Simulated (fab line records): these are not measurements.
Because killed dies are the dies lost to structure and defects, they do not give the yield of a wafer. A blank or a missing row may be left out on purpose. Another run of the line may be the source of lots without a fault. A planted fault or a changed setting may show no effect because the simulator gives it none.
Which tool did it?    flow nand_harc    Sampling: 13 lots, 39 wafers, 4 of 1302 route steps

== WHAT THE GAUGES READ, wafer by wafer ==
NHARC_A_DECK1_JOINT_THK_MEAS_17: measures by ellipsometry.
lot   measured      on             thk_nm (nm)
L891  day 12 06:20  film_metro-01  44.6 45.4 45.6
L893  day 13 02:14  film_metro-01  45.1 45.8 44.5
L895  day 14 06:35  film_metro-02  44.2 45.8 44.3
L896  day 14 11:31  film_metro-01  44.7 43.8 45.5
L898  day 15 09:57  film_metro-02  48.5 44.4 45.6
L901  day 16 23:05  film_metro-01  44.6 45.5 46.6
L907  day 19 03:20  film_metro-01  44.8 46.3 46.2
L908  day 19 16:53  film_metro-01  44.5 45.6 43.7
L909  day 20 04:00  film_metro-01  45.0 43.2 45.3
L911  day 20 18:42  film_metro-02  45.7 46.2 47.4
L912  day 21 09:33  film_metro-02  43.9 44.5 44.5
L913  day 21 20:25  film_metro-02  44.8 46.1 44.8
L914  day 21 20:25  film_metro-02  45.6 44.6 46.2

== WHAT TOOL EACH LOT RAN ON (gives the tool, then ch and the chambers of the sampled wafers, and finally the start) ==
lot   NHARC_A_CHANNEL_FILL_D1_ETCHBACK_08            NHARC_A_CHANNEL_FILL_D1_CMP_10  NHARC_A_DECK1_JOINT_ETCHBACK_00
L891  rie_diel-07 ch 0,2,3, day 10 18:47 or earlier  cmp-03 ch 0,1, day 10 18:47     rie_si-02 ch 1,2,3, day 11 08:06
L893  rie_diel-11 ch 0,2,3, day 11 15:21 or earlier  cmp-01 ch 1,3, day 11 15:21     rie_si-01 ch 1,2,3, day 12 02:31
L895  rie_diel-11 ch 2,3, day 12 16:28 or earlier    cmp-03 ch 0,1,2, day 12 16:28   rie_si-02 ch 0,1,2, day 13 03:35
L896  rie_diel-07 ch 0,1, day 12 21:39 or earlier    cmp-03 ch 1,3, day 12 21:39     rie_si-01 ch 0,1,2, day 13 08:48
L898  rie_diel-10 ch 0,3, day 14 00:43 or earlier    cmp-03 ch 0,3, day 14 00:43     rie_si-05 ch 1,2, day 14 11:43
L901  rie_diel-11 ch 0,1,2, day 15 11:53 or earlier  cmp-04 ch 1,2,3, day 15 11:53   rie_si-02 ch 0,1,3, day 15 23:01
L907  rie_diel-07 ch 0,1,3, day 17 16:19 or earlier  cmp-04 ch 0,1, day 17 16:19     rie_si-05 ch 1,2, day 18 05:52
L908  rie_diel-10 ch 0,2,3, day 18 05:17 or earlier  cmp-04 ch 1,2, day 18 05:17     rie_si-01 ch 0,2,3, day 18 16:23
L909  rie_diel-10 ch 0,1,3, day 18 12:38 or earlier  cmp-03 ch 0,1,3, day 18 12:38   rie_si-01 ch 0,1,2, day 19 03:52
L911  rie_diel-10 ch 0,1,2, day 19 04:13 or earlier  cmp-03 ch 0,1,3, day 19 04:13   rie_si-05 ch 0,2,3, day 19 15:13
L912  rie_diel-11 ch 0,1,3, day 19 19:40 or earlier  cmp-01 ch 0,1,3, day 19 19:40   rie_si-05 ch 0,2, day 20 06:46
L913  rie_diel-07 ch 1,2,3, day 20 04:31 or earlier  cmp-01 ch 0,1, day 20 04:31     rie_si-05 ch 0,1,2, day 20 15:38
L914  rie_diel-11 ch 0,3, day 20 04:33 or earlier    cmp-04 ch 1,2, day 20 04:33     rie_si-02 ch 1,2,3, day 20 15:41
- NHARC_A_CHANNEL_FILL_D1_ETCHBACK_08: etches the open film in C4F8, target depth 220 nm, time 110 s.
- NHARC_A_CHANNEL_FILL_D1_CMP_10: polishes, target thk 150 nm.
- NHARC_A_DECK1_JOINT_ETCHBACK_00: etches the open film in HBr, target depth 30 nm, time 17.4 s.

== AS READ BY THE TOOLS THEMSELVES (means over the sampled wafers that have a number; for cases with no such wafer, the mark the record gives instead) ==
NHARC_A_CHANNEL_FILL_D1_ETCHBACK_08.
lot   tool         oes_product_au (a.u.)  rf_vpp_V (V)
L891  rie_diel-07  0.94                   440.2
L893  rie_diel-11  0.92                   439.6
L895  rie_diel-11  1.01                   441.3
L896  rie_diel-07  0.94                   438.4
L898  rie_diel-10  0.99                   439.1
L901  rie_diel-11  0.92                   439.6
L907  rie_diel-07  0.92                   438.8
L908  rie_diel-10  0.93                   441.1
L909  rie_diel-10  0.93                   439.9
L911  rie_diel-10  1.00                   439.1
L912  rie_diel-11  0.99                   441.8
L913  rie_diel-07  0.92                   438.5
L914  rie_diel-11  0.98                   440.4

NHARC_A_CHANNEL_FILL_D1_CMP_10.
lot   tool    motor_current_A (A)  time_to_endpoint_s (s)
L891  cmp-03  10.8                 15.6
L893  cmp-01  12.3                 12.9
L895  cmp-03  10.7                 12.8
L896  cmp-03  11.1                 14.0
L898  cmp-03  10.0                 14.0
L901  cmp-04  11.6                 14.4
L907  cmp-04  10.1                 16.7
L908  cmp-04  10.9                 12.8
L909  cmp-03  10.6                 11.9
L911  cmp-03  10.8                 14.3
L912  cmp-01  12.0                 12.4
L913  cmp-01  12.1                 12.1
L914  cmp-04  10.5                 13.3

NHARC_A_DECK1_JOINT_ETCHBACK_00.
lot   tool       drypump_motor_current_A (A)  hbr_flow_sccm (sccm)  oes_product_au (a.u.)  throttle_valve_pct (%)
L891  rie_si-02  5.8                          150.1                 0.986                  23.271
L893  rie_si-01  6.0                          150.4                 0.998                  23.272
L895  rie_si-02  5.5                          149.7                 0.997                  23.263
L896  rie_si-01  6.0                          150.3                 0.994                  23.269
L898  rie_si-05  5.4                          150.1                 0.997                  23.272
L901  rie_si-02  5.9                          150.3                 1.013                  23.264
L907  rie_si-05  5.1                          149.9                 0.998                  23.256
L908  rie_si-01  6.1                          149.9                 1.043                  23.263
L909  rie_si-01  6.0                          150.2                 1.052                  23.272
L911  rie_si-05  5.8                          149.8                 0.992                  23.273
L912  rie_si-05  5.6                          150.0                 0.990                  23.267
L913  rie_si-05  5.4                          150.0                 0.996                  23.265
L914  rie_si-02  5.8                          150.2                 0.985                  23.271

== THE ANSWER, worked out from the rows above alone ==
Rule: the usual values come from the lots themselves. Put in order of their means at a reading, lots are off if they are a third of the lots or fewer, leave a main group of 4 or more, and stand apart from it by a gap of 3 or more times the standard deviation of the main group's means; of several such gaps the widest counts. If all means in a main group match to the digits the tables above print for the reading, that group is not used. Also off: a lot with no number at a reading for which 4 or more lots have one. All remaining lots with rows at the step are treated as sound. First the gauges in route order, then the tools' own readings, where a lot's mean is used as printed above. The first step at which some lot is off is used, and at that step the reading that is off furthest; a lot without a number counts as furthest.
Off: L908, L909, at NHARC_A_DECK1_JOINT_ETCHBACK_00 (oes_product_au). Main group: mean 0.995 a.u., sd 0.0072.
A tool fits if, at that step or a process step before it, it ran every lot that is off, and no sound lot after the first of them. NHARC_A_CHANNEL_FILL_D1_ETCHBACK_08: start missing for some lots; hours and lot order therefore follow NHARC_A_CHANNEL_FILL_D1_CMP_10. One candidate fits, namely rie_si-01 at NHARC_A_DECK1_JOINT_ETCHBACK_00. Its last sound lot is L896 (day 13 08:48), its first lot that is off L908 (day 18 16:23): a fault that began between those two fits.
The tool's own readings at NHARC_A_DECK1_JOINT_ETCHBACK_00 bear it out: on the lots that are off they differ by more than 5 times the standard deviation of the sound lots' means. oes_product_au reads 1.047 a.u. there against 0.995 a.u. on the sound lots.

== WHAT THE SIMULATOR HAD PUT IN ==
rie_si-01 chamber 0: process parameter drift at NHARC_A_DECK1_JOINT_ETCHBACK_00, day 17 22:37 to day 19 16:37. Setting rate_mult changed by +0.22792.
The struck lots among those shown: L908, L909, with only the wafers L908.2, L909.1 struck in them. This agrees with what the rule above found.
